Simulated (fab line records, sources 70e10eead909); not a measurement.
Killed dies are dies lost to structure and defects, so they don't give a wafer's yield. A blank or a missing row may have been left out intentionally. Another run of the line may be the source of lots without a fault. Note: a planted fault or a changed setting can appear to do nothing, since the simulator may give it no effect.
A struck lot beside a sound one | flow nand harc | 24 steps out of a route of 1159
Sound: the wafers L629.3, L629.5, L629.6. The struck wafers were L632.1, L632.4, L632.5. The cause is given at the end.
At each step with rows: each side's tool, then ch and its chambers, then its first start. Under that, the readings that differ: sound wafers | struck wafers | difference of the means | sigmas: that difference in standard deviations of wafers without a fault.
alike: a reading whose means differ by less than 2 such deviations, as well as words and numbers matching on both sides. not compared: withheld readings; readings where some wafer has no value; bounds like >300 that might hide an equal value; numbers whose values overlap and for which the record gives no deviation.
Wherever a step has rows on one side only, a row that says differs or no value, or a row with sigmas, the two part there. Numbers that don't overlap but have no deviation are shown without sigmas and don't part them. A reading that every wafer of one side lacks parts them only if that side has two wafers or more.

NHARC_P_M1_INSPECT_27:
  sound on defect inspect-01 at day 6 04:02; struck on defect inspect-01 at day 7 07:26
  alike: raw defect count
NHARC_P_M1_PRE_CLEAN_32: time 12 s.
  sound on pecvd-01 ch 0,1,2, day 6 04:05; struck on pecvd-01 ch 0,1,2, day 7 07:31
  alike: heater power w
NHARC_P_M1_DEP_33: deposits SiCN, target thk 30 nm.
  sound on pecvd-01 ch 0,1,2, day 6 04:10; struck on pecvd-01 ch 0,1,2, day 7 07:35
  alike: heater power w
then, 8 steps without rows for these wafers: NHARC_P_M2_DEP_00 (deposits SiOC, target thk 182.5 nm); NHARC_P_M2_DEHYDRATE_01 (time 120 s); NHARC_P_M2_HMDS_02 (time 30 s); NHARC_P_M2_COAT_34 (time 65 s); NHARC_P_M2_COAT_03 (resist thk 90 nm); NHARC_P_M2_SOFTBAKE_04 (time 55 s); NHARC_P_M2_EBR_05; NHARC_P_M2_EXPOSE_06 (exposes mask P M2, target cd 170 nm).
NHARC_P_M2_PEB_07: peb time 65 s.
  sound on litho track-01 ch 0, day 6 05:13; struck on litho track-01 ch 0, day 7 08:37
then, 1 step without rows for these wafers: NHARC_P_M2_DEVELOP_08 (develop time 35 s).
NHARC_P_M2_CD_MEAS_09: the cd target is 170 nm.
  sound on cd sem-03 ch 0, day 6 05:18; struck on cd sem-02 ch 0, day 7 08:41
  reading    | sound             | struck            | difference | sigmas
  cd nm (nm) | 170.5 170.4 169.7 | 178.1 179.7 179.7 | +9.0       | +11
NHARC_P_M2_OVL_MEAS_10: pitch 340 nm.
  sound on overlay-01 at day 6 05:23; struck on overlay-02 at day 7 08:47
  reading           | sound       | struck         | difference | sigmas
  overlay x nm (nm) | 1.0 0.4 0.8 | -0.5 -1.0 -1.3 | -1.7       | -2
  alike: overlay y nm
NHARC_P_M2_INSPECT_11:
  sound on defect inspect-02 at day 6 05:25; struck on defect inspect-01 at day 7 08:49
  alike: raw defect count
NHARC_P_M2_DESCUM_14: chemistry O2, time 3 s.
  sound on rie diel-10 ch 0,2,3, day 6 05:31; struck on rie diel-07 ch 0,1,2, day 7 08:52
  reading               | sound             | struck        | difference | sigmas
  model.P_M2.cd nm (nm) | 170.5 171.4 170.3 | 179 178.7 179 | +8         |
  alike: drypump motor current A, oes product au, rf vpp V, showerhead plenum p Torr, throttle valve pct
  not compared: rf hours counter h
NHARC_P_M2_ETCH_35: etches the open film in N2/H2, target depth 40 nm, overetch 12 nm, time 43.94 s.
  sound on rie diel-10 ch 0,1, day 6 05:34; struck on rie diel-07 ch 0,2, day 7 08:58
  alike: drypump motor current A, oes product au, rf vpp V, showerhead plenum p Torr, throttle valve pct
  not compared: rf hours counter h
NHARC_P_M2_ETCH_15: etches the open film in C4F8/Ar, target depth 182.5 nm, time 91.2 s.
  sound on rie diel-10 ch 2,3; struck on rie diel-07 ch 0,2
  reading               | sound             | struck            | difference | sigmas
  oes product au (a.u.) | 0.925 0.932 0.921 | 0.991 0.962 0.986 | +0.054     | +2
  alike: rf vpp V
  not compared: rf hours counter h
NHARC_P_M2_CD_MEAS_16:
  sound on cd sem-02 at day 6 05:47; struck on cd sem-03 at day 7 09:11
  reading    | sound             | struck            | difference | sigmas
  cd nm (nm) | 170.3 171.1 170.6 | 178.7 178.9 179.5 | +8.4       | +8
NHARC_P_M2_STRIP_18: strips in N2/H2.
  sound on rie diel-07 ch 1,2,3, day 6 05:56; struck on rie diel-07 ch 0,2,3, day 7 09:18
  alike: drypump motor current A, oes product au, rf vpp V, showerhead plenum p Torr, throttle valve pct
  not compared: rf hours counter h
NHARC_P_M2_ETCH_28: etches the open film in CF4/N2, target depth 30 nm, time 72.99 s.
  sound on rie diel-07 ch 1,2; struck on rie diel-07 ch 1,2
  reading               | sound             | struck          | difference | sigmas
  model.P_M2.cd nm (nm) | 170.6 170.9 171.6 | 178.5 180.6 179 | +8.3       |
  alike: drypump motor current A, oes product au, rf vpp V, showerhead plenum p Torr, throttle valve pct
  not compared: rf hours counter h
then, 1 step without rows for these wafers: NHARC_P_M2_STRIP_19 (strips in post etch residue remover, time 600 s).
-- the record jumps here: 13 days lie between the struck wafers' starts before and after (it left off in module P_M2 and takes up again in module END, whose first step shown is number 1159 of the route) --
NHARC_END_SORT_01:
  sound on prober-02 ch 0, day 19 11:20; struck on prober-01 ch 0, day 20 15:07
  alike: defect limited yield, killed at array, killed at other, killed at periphery, killed dies, killed open, killed short, sort_bin_2_pct, sort_bin_3_pct, sort_bin_4_pct, sort n pass, sort rim yield pct, sort yield pct

== WHERE THEY PART ==
At NHARC_P_M2_CD_MEAS_09 first; at NHARC_P_M2_CD_MEAS_16 last (within this record only). Later steps at which nothing parts them and some readings are alike: NHARC_P_M2_STRIP_18, NHARC_P_M2_ETCH_28, NHARC_END_SORT_01.

WHY: whatever the simulator had introduced
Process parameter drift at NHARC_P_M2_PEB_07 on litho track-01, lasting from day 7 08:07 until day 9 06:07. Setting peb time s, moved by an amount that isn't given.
